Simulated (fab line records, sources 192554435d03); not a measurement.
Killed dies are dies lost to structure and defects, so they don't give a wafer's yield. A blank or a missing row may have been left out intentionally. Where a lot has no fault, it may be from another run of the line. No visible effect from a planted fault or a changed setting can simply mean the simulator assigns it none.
fab line records    flow n5Finfet
[record] lots = 7  wafers = 21
route steps=1938 shown BEOL_M5@1160 BEOL_M7@1266 BEOL_M8@1335 BEOL_M9@1431 BEOL_M10@1513
startH: start of the lot's first displayed wafer, in hours after the record's first day    waitH: time in hours since the lot's previous step    " the same as in the row above    L1.1+2: a single row standing in for several wafers    - no value, or no start given    * or withheld: withheld    < > ~ a bound
route shown NAME@n: NAME is a module with steps in the file, n the number in the route of the first one    usual: mean/standard deviation of fault-free wafers    same: alike in all rows    chamber/n: place in a boat    sites: per-site readings    _std_site: their standard deviation    _edge_site: the outer-site mean with the inner-site mean subtracted    radiusMm: for every site, how far away it sits from the centre of the wafer    mask NAME#n: copy n    behind: tool/chamber where the wafer was last shaped    hold: reason for holding the lot/hours on hold/outcome of the hold    device: names the non-switching transistor (n, p or np)    end of line: tests run on the same wafers once the route is complete    a step given without rows: its recipe and nothing more    killed: dies that structure and defects cost at the first sort, which is not the same as the wafer's yield    map: dies across one wafer; x = killed, . = not, _ = none there
set.NAME: the setting that was run; set.NAME@STEP: the one run at that earlier step    model.NAME: the simulator's own value behind a step, which no gauge read
lots whose settings were changed on purpose; a table a step, a row a wafer
[[steps]]
[step N5_BEOL_M5_TRENCH_ETCH_37]
[recipe] chemistry = C4F6/O2  targetDepthA = 716.52  target = SiCOH_lowk  timeS = 24.7  ionEnergyEv = 250  pressureMtorr = 30  sourceW = 345  biasW = 185  Ar_flow_sccm = 300  C4F6_flow_sccm = 10  O2_flow_sccm = 10
lot.wafer  tool        chamber  startH  waitH  set.timeS  model.etch.depthNm  model.BEOL_M5.featureDepthNm
L086.1     rieDiel-06  3        -       -      24.7       72.27               72.2
L086.2     "           0        "       "      24.7       71.04               71
L086.4     "           1        "       "      24.7       71.86               71.8
L085.1     rieDiel-03  2        -       -      24.7       70.2                70.2
L085.2     "           3        "       "      24.7       69.98               70
L085.3     "           0        "       "      24.7       70.26               70.2
L088.3     rieDiel-06  2        -       -      22.46      63.55               63.6
L088.4     "           0        "       "      24.7       70.19               70.2
L088.6     "           3        "       "      24.7       71.29               71.2
L089.1     rieDiel-04  1        -       -      24.7       72.08               72
L089.4     "           0        "       "      24.7       71.2                71.2
L089.6     "           1        "       "      19.79      57.7                57.8
L091.2     rieDiel-03  0        -       -      24.7       70.16               70.2
L091.3     "           3        "       "      24.7       70.09               70
L091.5     "           0        "       "      24.7       69.95               70
L090.1     rieDiel-03  1        -       -      24.7       71.49               71.4
L090.4     "           2        "       "      24.7       70.35               70.4
L090.6     "           3        "       "      28.34      80.18               80.2
L096.4     rieDiel-03  0        -       -      24.7       70.53               70.6
L096.5     "           1        "       "      24.7       70.95               71
L096.6     "           2        "       "      24.7       70.23               70.2
[step N5_BEOL_M5_ETCH_41]
[recipe] chemistry = CH3F/O2  target = SiCN  targetDepthA = 315  taperDeg = 2  timeS = 56.7  ionEnergyEv = 120  maskMaterial = TiN  pressureMtorr = 30  sourceW = 395  biasW = 75  Ar_flow_sccm = 150  CH3F_flow_sccm = 30  O2_flow_sccm = 20
[step N5_BEOL_M5_STRIP_91]
[recipe] chemistry = N2/H2  timeS = 10  powerW = 450  tempC = 40  pressureMtorr = 20  rfFrequencyHz = 6e+07  biasPowerW = 7  n2FlowSccm = 200  h2FlowSccm = 200
[step N5_BEOL_M5_OCD_MEAS_38]
[usual] trenchDepthNm = 71.2/1.2
lot.wafer  tool    chamber  startH  waitH  set.timeS@BEOL_M5_TRENCH_ETCH_37  trenchDepthNm
L086.1     ocd-01  -        250.90  -      24.7                              71.9
L086.2     "       -        "       "      24.7                              71.4
L086.4     "       -        "       "      24.7                              71.4
L085.1     ocd-02  -        251.07  -      24.7                              70.5
L085.2     "       -        "       "      24.7                              69.9
L085.3     "       -        "       "      24.7                              70.4
L088.3     ocd-01  -        260.79  -      22.46                             63.7
L088.4     "       -        "       "      24.7                              69.5
L088.6     "       -        "       "      24.7                              71.2
L089.1     ocd-02  -        273.93  -      24.7                              72.4
L089.4     "       -        "       "      24.7                              71.0
L089.6     "       -        "       "      19.79                             57.5
L091.2     ocd-01  -        277.47  -      24.7                              70.6
L091.3     "       -        "       "      24.7                              69.9
L091.5     "       -        "       "      24.7                              69.9
L090.1     ocd-01  -        281.70  -      24.7                              71.6
L090.4     "       -        "       "      24.7                              70.5
L090.6     "       -        "       "      28.34                             80.3
L096.4     ocd-01  -        315.12  -      24.7                              70.4
L096.5     "       -        "       "      24.7                              70.8
L096.6     "       -        "       "      24.7                              70.2
[step N5_BEOL_M7_PECVD_70]
[recipe] material = SiO2  targetThkA = 200  tempC = 400  precursor = TEOS/O2  pressureTorr = 5.5  rfW = 450  teosFlowSccm = 53.8  gas = O2  flowSccm = 3000  timeS = 22.7
lot.wafer  tool      chamber  startH  waitH  set.tempC  model.SiO2_of_BEOL_M7_PECVD_70.thkNm
L086.1+2   pecvd-03  1,2      267.13  0.0    416.8      18
L086.4     "         0        "       "      400        20.6
L085.1     pecvd-03  1        269.15  0.0    409.5      18.6
L085.2     "         0        "       "      409.5      18.8
L085.3     "         2        "       "      400        20.2
L088.3+4   pecvd-03  2,0      279.89  0.0    400        20.2
L088.6     "         1        "       "      407.9      19
L089.1     pecvd-02  0        290.59  0.0    404.8      19
L089.4     "         1        "       "      404.8      19.2
L089.6     "         2        "       "      400        20.2
L091.2     pecvd-02  0        295.34  0.0    400        20
L091.3     "         1        "       "      412.3      18.2
L091.5     "         1        "       "      400        20.2
L090.1     pecvd-02  0        296.64  0.0    400        20
L090.4     "         2        "       "      408.1      19.2
L090.6     "         0        "       "      408.1      19
L096.4     pecvd-01  1        330.45  0.1    400        20.2
L096.5     "         0        "       "      400        20.4
L096.6     "         2        "       "      400        20.6
[step N5_BEOL_M7_HM_DEP_02]
[recipe] material = TiN  targetThkA = 200  tempC = 25  chamberPressurePa = 0.49996
[step N5_BEOL_M7_COAT_59]
[recipe] resist = SOC  tempC = 250  timeS = 60  spinRpm = 1500  resistThkNm = 100
[step N5_BEOL_M7_STRIP_80]
[recipe] chemistry = N2/H2  timeS = 10  powerW = 450  tempC = 40  pressureMtorr = 20  rfFrequencyHz = 6e+07  biasPowerW = 7  n2FlowSccm = 200  h2FlowSccm = 200
[step N5_BEOL_M7_HM_STRIP_39]
[recipe] chemistry = peroxideTinStrip  material = TiN  targetDepthA = 250  tempC = 50  timeS = 158
lot.wafer  tool         chamber  startH  waitH  set.tempC@BEOL_M7_PECVD_70  model.SiO2_of_BEOL_M7_PECVD_70.thkNm
L086.1     wetBench-02  2        270.43  0.0    416.8                       17.8
L086.2     "            0        "       "      416.8                       18
L086.4     "            7        "       "      400                         20.4
L085.1     wetBench-05  7        273.53  0.0    409.5                       18.4
L085.2     "            0        "       "      409.5                       18.8
L085.3     "            4        "       "      400                         20
L088.3+4   wetBench-05  5,2      287.03  0.0    400                         20
L088.6     "            3        "       "      407.9                       19
L089.1     wetBench-04  5        295.46  0.0    404.8                       18.8
L089.4     "            6        "       "      404.8                       19.2
L089.6     "            1        "       "      400                         20
L091.2     wetBench-05  4        298.69  0.0    400                         19.8
L091.3     "            6        "       "      412.3                       18
L091.5     "            3        "       "      400                         20
L090.1     wetBench-05  6        303.19  0.0    400                         20
L090.4+6   "            1,2      "       "      408.1                       19
L096.4+5   wetBench-05  7,3      335.74  0.0    400                         20.2
L096.6     "            5        "       "      400                         20.4
[step N5_BEOL_M8_PECVD_70]
[recipe] material = SiO2  targetThkA = 200  tempC = 400  precursor = TEOS/O2  pressureTorr = 5.5  rfW = 450  teosFlowSccm = 53.8  gas = O2  flowSccm = 3000  timeS = 22.7
lot.wafer  tool      chamber  startH  waitH  set.tempC  model.SiO2_of_BEOL_M8_PECVD_70.thkNm
L086.1     pecvd-03  2        273.27  0.0    400        20
L086.2     "         1        "       "      405.6      18.4
L086.4     "         1        "       "      405.6      18.8
L085.1     pecvd-03  0        278.03  0.0    412.8      18
L085.2     "         2        "       "      400        19.6
L085.3     "         1        "       "      400        19.4
L088.3     pecvd-04  1        290.28  0.0    400        19.8
L088.4     "         2        "       "      390.9      21.8
L088.6     "         1        "       "      390.9      21.6
L089.1     pecvd-02  1        299.23  0.0    392.9      20.8
L089.4     "         0        "       "      392.9      21
L089.6     "         2        "       "      400        20
L091.2     pecvd-04  1        302.81  0.0    384.1      22
L091.3     "         2        "       "      400        20.2
L091.5     "         1        "       "      400        20
L090.1     pecvd-02  2        306.26  0.0    410.1      18.2
L090.4     "         1        "       "      410.1      18.8
L090.6     "         0        "       "      410.1      18.6
L096.4     pecvd-03  0        340.08  0.1    400        20
L096.5+6   "         1,2      "       "      400        20.2
[step N5_BEOL_M8_EXPOSE_25]
[recipe] maskId = V7  na = 0.33  sourceShape = annular  sigmaInner = 0.4  sigmaOuter = 0.8  polarization = unpolarized  targetCdNm = 40  doseMj = 42.5
lot.wafer   tool           chamber  startH  waitH  mask  set.doseMj
L086.1      euvScanner-01  0        276.19  -      V7#0  43.86
L086.2+4    "              0        "       "      V7#0  42.5
L085.1+2+3  euvScanner-01  0        285.82  -      V7#0  42.5
L088.3      euvScanner-02  0        293.33  -      V7#0  42.5
L088.4+6    "              0        "       "      V7#0  39.84
L089.1+4    euvScanner-02  0        302.46  -      V7#0  42.5
L089.6      "              0        "       "      V7#0  43.76
L091.2+3+5  euvScanner-02  0        305.97  -      V7#0  42.5
L090.1+4+6  euvScanner-01  0        308.97  -      V7#0  42.5
L096.4+5+6  euvScanner-02  0        343.41  -      V7#0  42.5
[step N5_BEOL_M8_PEB_26]
[recipe] pebTempC = 100  pebTimeS = 60  resist = CAR-EUV
[step N5_BEOL_M8_DEVELOP_27]
[recipe] developTimeS = 30  developer = TMAH  resist = CAR-EUV  rinseLiquid = surfactantRinse  dry = airSpin  devTempC = 23
[step N5_BEOL_M8_CD_MEAS_28]
[recipe] targetCdNm = 40  landingEnergyEv = 500  detector = seInlens
[usual] cdNm = 39.96/0.28
lot.wafer  tool      chamber  startH  waitH  set.doseMj@BEOL_M8_EXPOSE_25  cdNm
L086.1     cdSem-03  0        276.32  -      43.86                         40.32
L086.2     "         0        "       "      42.5                          39.54
L086.4     "         0        "       "      42.5                          39.55
L085.1     cdSem-02  0        285.95  -      42.5                          40.05
L085.2     "         0        "       "      42.5                          39.81
L085.3     "         0        "       "      42.5                          39.95
L088.3     cdSem-03  0        293.45  -      42.5                          39.56
L088.4     "         0        "       "      39.84                         38.24
L088.6     "         0        "       "      39.84                         38.46
L089.1     cdSem-02  0        302.60  -      42.5                          40.08
L089.4     "         0        "       "      42.5                          40.01
L089.6     "         0        "       "      43.76                         40.75
L091.2     cdSem-02  0        306.10  -      42.5                          40.25
L091.3     "         0        "       "      42.5                          39.94
L091.5     "         0        "       "      42.5                          39.95
L090.1     cdSem-02  0        309.10  -      42.5                          39.96
L090.4     "         0        "       "      42.5                          39.99
L090.6     "         0        "       "      42.5                          40.02
L096.4     cdSem-02  0        343.52  -      42.5                          39.87
L096.5     "         0        "       "      42.5                          39.92
L096.6     "         0        "       "      42.5                          40.13
[step N5_BEOL_M8_DESCUM_33]
[recipe] chemistry = O2  timeS = 7  sourcePowerW = 50  biasPowerW = 20  pressureMtorr = 20  rfFrequencyHz = 2.712e+07  tempC = 40  resist = CAR-EUV  o2FlowSccm = 225
lot.wafer  tool        chamber  startH  waitH  set.timeS  set.doseMj@BEOL_M8_EXPOSE_25  model.CAR-EUV_of_BEOL_M8_COAT_22.thkNm  model.BEOL_M8.cdNm
L086.1     rieDiel-01  1        276.44  0.0    6.075      43.86                         26.6                                    40.4
L086.2     "           0        "       "      7          42.5                          26.2                                    39.8
L086.4     "           2        "       "      6.075      42.5                          26.6                                    39.4
L085.1     rieDiel-05  2        286.08  0.0    7          42.5                          26.2                                    39.8
L085.2     "           1        "       "      6.326      42.5                          26.6                                    39.8
L085.3     "           3        "       "      7          42.5                          26.2                                    40
L088.3     rieDiel-01  0        293.57  0.0    7          42.5                          26                                      39.8
L088.4+6   "           3,1      "       "      7          39.84                         26                                      38.4
L089.1     rieDiel-05  1        302.86  0.2    8.407      42.5                          25.4                                    40
L089.4     "           0        "       "      7          42.5                          26                                      40
L089.6     "           2        "       "      7          43.76                         26                                      40.8
L091.2     rieDiel-05  3        306.29  0.1    7          42.5                          26.2                                    40.2
L091.3     "           1        "       "      7          42.5                          26.2                                    39.8
L091.5     "           0        "       "      7          42.5                          26.2                                    40
L090.1     rieDiel-01  0        309.74  0.5    7          42.5                          26                                      39.8
L090.4     "           2        "       "      5.51       42.5                          26.8                                    39.8
L090.6     "           2        "       "      5.51       42.5                          26.8                                    39.6
L096.4+6   rieDiel-05  2        343.66  0.0    7          42.5                          26.2                                    40
L096.5     "           3        "       "      7          42.5                          26.2                                    40.2
[step N5_BEOL_M8_ETCH_72]
[recipe] chemistry = N2/H2  target = underlayer  targetDepthA = 65  maskMaterial = CAR-EUV  timeS = 5.2  ionEnergyEv = 200  pressureMtorr = 30  sourceW = 840  biasW = 150  n2FlowSccm = 200  h2FlowSccm = 200  ends = cleared
lot.wafer  tool        chamber  startH  waitH  set.doseMj@BEOL_M8_EXPOSE_25  set.timeS@BEOL_M8_DESCUM_33  model.BEOL_M8.cdNm  model.CAR-EUV_of_BEOL_M8_COAT_22.thkNm
L086.1     rieDiel-01  1        276.48  0.0    43.86                         6.075                        40.4                21
L086.2     "           0        "       "      42.5                          7                            39.6                20.4
L086.4     "           2        "       "      42.5                          6.075                        39.4                21
L085.1     rieDiel-05  2        286.11  0.0    42.5                          7                            39.8                20.4
L085.2     "           1        "       "      42.5                          6.326                        39.8                20.8
L085.3     "           3        "       "      42.5                          7                            40                  20.6
L088.3     rieDiel-01  0        293.60  0.0    42.5                          7                            39.6                20.2
L088.4     "           3        "       "      39.84                         7                            38.4                20.2
L088.6     "           1        "       "      39.84                         7                            38.2                20.4
L089.1     rieDiel-05  1        302.89  0.0    42.5                          8.407                        40                  19.6
L089.4     "           0        "       "      42.5                          7                            40                  20.4
L089.6     "           2        "       "      43.76                         7                            40.6                20.4
L091.2     rieDiel-05  3        306.32  0.0    42.5                          7                            40.2                20.4
L091.3     "           1        "       "      42.5                          7                            39.8                20.6
L091.5     "           0        "       "      42.5                          7                            39.8                20.4
L090.1     rieDiel-01  0        309.77  0.0    42.5                          7                            39.8                20.4
L090.4     "           2        "       "      42.5                          5.51                         39.8                21
L090.6     "           2        "       "      42.5                          5.51                         39.6                21
L096.4     rieDiel-05  2        343.70  0.0    42.5                          7                            39.8                20.4
L096.5     "           3        "       "      42.5                          7                            40.2                20.6
L096.6     "           2        "       "      42.5                          7                            40                  20.4
[step N5_BEOL_M8_ETCH_65]
[recipe] chemistry = CF4  target = SiARC  targetDepthA = 156  maskMaterial = CAR-EUV  timeS = 26  ionEnergyEv = 80  pressureMtorr = 40  sourceW = 545  biasW = 36  Ar_flow_sccm = 100  cf4FlowSccm = 100  ends = cleared
lot.wafer  tool        chamber  startH  waitH  set.doseMj@BEOL_M8_EXPOSE_25  model.BEOL_M8.cdNm
L086.1     rieDiel-01  1        276.50  0.0    43.86                         40.4
L086.2     "           0        "       "      42.5                          39.8
L086.4     "           2        "       "      42.5                          39.2
L085.1+2   rieDiel-05  2,1      286.13  0.0    42.5                          39.8
L085.3     "           3        "       "      42.5                          40
L088.3     rieDiel-01  0        293.62  0.0    42.5                          39.8
L088.4+6   "           3,1      "       "      39.84                         38.2
L089.1     rieDiel-05  1        302.91  0.0    42.5                          40
L089.4     "           0        "       "      42.5                          39.8
L089.6     "           2        "       "      43.76                         40.6
L091.2     rieDiel-05  3        306.34  0.0    42.5                          40.2
L091.3+5   "           1,0      "       "      42.5                          39.8
L090.1     rieDiel-01  0        309.79  0.0    42.5                          39.8
L090.4     "           2        "       "      42.5                          39.6
L090.6     "           2        "       "      42.5                          39.4
L096.4+6   rieDiel-05  2        343.73  0.0    42.5                          40
L096.5     "           3        "       "      42.5                          40.2
[step N5_BEOL_M8_ETCH_66]
[recipe] chemistry = N2/H2  target = SOC  targetDepthA = 800  overetchA = 160  maskMaterial = SiARC  tempC = 40  timeS = 120  ionEnergyEv = 200  pressureMtorr = 30  sourceW = 840  biasW = 150  n2FlowSccm = 200  h2FlowSccm = 200
[step N5_BEOL_M8_STRIP_69]
[recipe] chemistry = N2/H2  tempC = 40  n2FlowSccm = 200  h2FlowSccm = 200  rfFrequencyHz = 6e+07
[step N5_BEOL_M8_STRIP_73]
[recipe] chemistry = N2/H2  tempC = 40  n2FlowSccm = 200  h2FlowSccm = 200  rfFrequencyHz = 6e+07
[step N5_BEOL_M8_VIA_ETCH_34]
[recipe] chemistry = C4F6/O2  target = SiCOH_lowk  targetDepthA = 1255  maskMaterial = SOC  taperDeg = 4  timeS = 50.5  ionEnergyEv = 250  pressureMtorr = 30  sourceW = 345  biasW = 185  Ar_flow_sccm = 300  C4F6_flow_sccm = 10  O2_flow_sccm = 10
lot.wafer   tool        chamber  startH  waitH  set.doseMj@BEOL_M8_EXPOSE_25  model.BEOL_M8.cdNm
L086.1      rieDiel-01  1        276.62  0.0    43.86                         40.2
L086.2      "           0        "       "      42.5                          39.6
L086.4      "           2        "       "      42.5                          39.4
L085.1+2+3  rieDiel-05  2,1,3    286.26  0.0    42.5                          39.8
L088.3      rieDiel-01  0        293.75  0.0    42.5                          39.4
L088.4+6    "           3,1      "       "      39.84                         38.2
L089.1      rieDiel-05  1        303.04  0.0    42.5                          40
L089.4      "           0        "       "      42.5                          39.6
L089.6      "           2        "       "      43.76                         40.6
L091.2      rieDiel-05  3        306.47  0.0    42.5                          40
L091.3+5    "           1,0      "       "      42.5                          39.8
L090.1      rieDiel-01  0        309.92  0.0    42.5                          39.2
L090.4+6    "           2        "       "      42.5                          39.4
L096.4      rieDiel-05  2        343.93  0.0    42.5                          40
L096.5      "           3        "       "      42.5                          39.8
L096.6      "           2        "       "      42.5                          40.2
[step N5_BEOL_M9_EXPOSE_25]
[recipe] maskId = V8  na = 0.33  sourceShape = annular  sigmaInner = 0.4  sigmaOuter = 0.8  polarization = unpolarized  doseMj = 37.25
lot.wafer   tool           chamber  startH  waitH  mask  set.doseMj
L086.1+2    euvScanner-01  0        285.92  -      V8#0  38.45
L086.4      "              0        "       "      V8#0  37.25
L085.1      euvScanner-01  0        293.50  -      V8#0  36.26
L085.2+3    "              0        "       "      V8#0  37.25
L088.3+4    euvScanner-02  0        300.66  -      V8#0  40.01
L088.6      "              0        "       "      V8#0  37.25
L089.1+4    euvScanner-02  0        308.83  -      V8#0  37.25
L089.6      "              0        "       "      V8#0  38.81
L091.2+3+5  euvScanner-01  0        314.32  -      V8#0  37.25
L090.1+6    euvScanner-02  0        318.06  -      V8#0  35.52
L090.4      "              0        "       "      V8#0  37.25
L096.4+5+6  euvScanner-02  0        351.55  -      V8#0  37.25
[step N5_BEOL_M9_PEB_26]
[recipe] pebTempC = 100  pebTimeS = 60  resist = CAR-EUV
[step N5_BEOL_M9_DEVELOP_27]
[recipe] developTimeS = 30  developer = TMAH  resist = CAR-EUV  rinseLiquid = surfactantRinse  dry = airSpin  devTempC = 23
[step N5_BEOL_M9_CD_MEAS_28]
[recipe] targetCdNm = 70  landingEnergyEv = 500  detector = seInlens  polarity = opening
[usual] cdNm = 69.94/0.28
lot.wafer  tool      chamber  startH  waitH  set.doseMj@BEOL_M9_EXPOSE_25  cdNm
L086.1     cdSem-02  0        286.05  -      38.45                         70.83
L086.2     "         0        "       "      38.45                         70.76
L086.4     "         0        "       "      37.25                         70.09
L085.1     cdSem-02  0        293.63  -      36.26                         69.63
L085.2     "         0        "       "      37.25                         70.09
L085.3     "         0        "       "      37.25                         69.88
L088.3     cdSem-01  0        300.78  -      40.01                         72.21
L088.4     "         0        "       "      40.01                         72.13
L088.6     "         0        "       "      37.25                         70.05
L089.1     cdSem-01  0        308.96  -      37.25                         70.10
L089.4     "         0        "       "      37.25                         70.38
L089.6     "         0        "       "      38.81                         71.69
L091.2     cdSem-02  0        314.44  -      37.25                         70.11
L091.3     "         0        "       "      37.25                         70.17
L091.5     "         0        "       "      37.25                         69.88
L090.1     cdSem-02  0        318.19  -      35.52                         68.60
L090.4     "         0        "       "      37.25                         69.89
L090.6     "         0        "       "      35.52                         68.67
L096.4     cdSem-03  0        351.66  -      37.25                         69.70
L096.5     "         0        "       "      37.25                         70.14
L096.6     "         0        "       "      37.25                         70.18
[step N5_BEOL_M9_ETCH_66]
[recipe] chemistry = N2/H2  target = SOC  targetDepthA = 800  overetchA = 160  maskMaterial = SiARC  tempC = 40  timeS = 120  ionEnergyEv = 200  pressureMtorr = 30  sourceW = 840  biasW = 150  n2FlowSccm = 200  h2FlowSccm = 200
lot.wafer   tool        chamber  startH  waitH  set.timeS  model.SiARC_of_BEOL_M9_COAT_64.thkNm
L086.1      rieDiel-04  0        287.12  0.0    120        6
L086.2      "           1        "       "      97.8       7.2
L086.4      "           3        "       "      120        6.2
L085.1      rieDiel-03  3        294.81  0.0    120        6.6
L085.2      "           0        "       "      101.4      7.6
L085.3      "           2        "       "      101.4      7.4
L088.3      rieDiel-03  1        301.30  0.0    120        6.4
L088.4+6    "           2,1      "       "      142.4      5.4
L089.1      rieDiel-04  0        309.40  0.0    137.7      5.4
L089.4      "           1        "       "      120        6.2
L089.6      "           3        "       "      120        6.4
L091.2      rieDiel-03  3        315.16  0.0    120        6.6
L091.3+5    "           1        "       "      120        6.4
L090.1+4    rieDiel-04  1,0      318.89  0.0    94.3       7.4
L090.6      "           2        "       "      120        6.6
L096.4+5+6  rieDiel-06  2,3,2    351.92  0.0    120        6.6
[step N5_BEOL_M10_ETCH_41]
[recipe] chemistry = CH3F/O2  target = SiCN  targetDepthA = 426  taperDeg = 2  timeS = 86  ionEnergyEv = 120  maskMaterial = TiN  pressureMtorr = 30  sourceW = 395  biasW = 75  Ar_flow_sccm = 150  CH3F_flow_sccm = 30  O2_flow_sccm = 20
[usual] rfVppV = 297.5/1.7
lot.wafer  tool        chamber  startH  waitH  set.sourceW  rfVppV
L086.1     rieDiel-02  1        -       -      395          296.6
L086.2     "           0        "       "      395          297.2
L086.4     "           3        "       "      416.8        291.0
L085.1     rieDiel-01  0        -       -      395          298.4
L085.2     "           1        "       "      395          296.0
L085.3     "           3        "       "      395          298.2
L088.3     rieDiel-02  1        -       -      373.1        301.3
L088.4     "           0        "       "      373.1        300.8
L088.6     "           2        "       "      395          299.5
L089.1     rieDiel-02  1        -       -      434.1        288.3
L089.4     "           2        "       "      395          301.5
L089.6     "           0        "       "      434.1        286.4
L091.2     rieDiel-01  3        -       -      439.9        287.2
L091.3     "           1        "       "      439.9        284.7
L091.5     "           1        "       "      439.9        286.2
L090.1     rieDiel-05  0        -       -      395          295.0
L090.4     "           0        "       "      395          295.5
L090.6     "           2        "       "      395          296.1
L096.4     rieDiel-05  0        -       -      395          295.1
L096.5     "           0        "       "      395          296.1
L096.6     "           1        "       "      395          295.4
[[key]]
[split] step = N5_BEOL_M5_TRENCH_ETCH_37  setting = timeS  stated = 24.7  by = wafer
[response] step = N5_BEOL_M5_TRENCH_ETCH_37  reading = model.etch.depthNm  change = +0.689  per = 1%  r = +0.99
[response] step = N5_BEOL_M5_TRENCH_ETCH_37  reading = model.BEOL_M5.featureDepthNm  change = +0.685  per = 1%  r = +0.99
[response] step = N5_BEOL_M5_OCD_MEAS_38  reading = trenchDepthNm  change = +0.691  per = 1%  r = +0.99
[split] step = N5_BEOL_M7_PECVD_70  setting = tempC  stated = 400  by = wafer
[response] step = N5_BEOL_M7_PECVD_70  reading = model.SiO2_of_BEOL_M7_PECVD_70.thkNm  change = -0.613  per = 1%  r = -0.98
[response] step = N5_BEOL_M7_HM_STRIP_39  reading = model.SiO2_of_BEOL_M7_PECVD_70.thkNm  change = -0.59  per = 1%  r = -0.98
[split] step = N5_BEOL_M8_PECVD_70  setting = tempC  stated = 400  by = wafer
[response] step = N5_BEOL_M8_PECVD_70  reading = model.SiO2_of_BEOL_M8_PECVD_70.thkNm  change = -0.557  per = 1%  r = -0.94
[split] step = N5_BEOL_M8_EXPOSE_25  setting = doseMj  stated = 42.5  by = wafer
[response] step = N5_BEOL_M8_CD_MEAS_28  reading = cdNm  change = +0.209  per = 1%  r = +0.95
[response] step = N5_BEOL_M8_DESCUM_33  reading = model.BEOL_M8.cdNm  change = +0.235  per = 1%  r = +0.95
[response] step = N5_BEOL_M8_ETCH_72  reading = model.BEOL_M8.cdNm  change = +0.22  per = 1%  r = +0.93
[response] step = N5_BEOL_M8_ETCH_65  reading = model.BEOL_M8.cdNm  change = +0.257  per = 1%  r = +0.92
[response] step = N5_BEOL_M8_VIA_ETCH_34  reading = model.BEOL_M8.cdNm  change = +0.208  per = 1%  r = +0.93
[split] step = N5_BEOL_M8_DESCUM_33  setting = timeS  stated = 7  by = wafer
[response] step = N5_BEOL_M8_DESCUM_33  reading = model.CAR-EUV_of_BEOL_M8_COAT_22.thkNm  change = -0.034  per = 1%  r = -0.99
[response] step = N5_BEOL_M8_ETCH_72  reading = model.CAR-EUV_of_BEOL_M8_COAT_22.thkNm  change = -0.0353  per = 1%  r = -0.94
[split] step = N5_BEOL_M9_EXPOSE_25  setting = doseMj  stated = 37.25  by = wafer
[response] step = N5_BEOL_M9_CD_MEAS_28  reading = cdNm  change = +0.277  per = 1%  r = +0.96
[split] step = N5_BEOL_M9_ETCH_66  setting = timeS  stated = 120  by = wafer
[response] step = N5_BEOL_M9_ETCH_66  reading = model.SiARC_of_BEOL_M9_COAT_64.thkNm  change = -0.0519  per = 1%  r = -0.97
[split] step = N5_BEOL_M10_ETCH_41  setting = sourceW  stated = 395  by = wafer
[response] step = N5_BEOL_M10_ETCH_41  reading = rfVppV  change = -1.14  per = 1%  r = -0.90
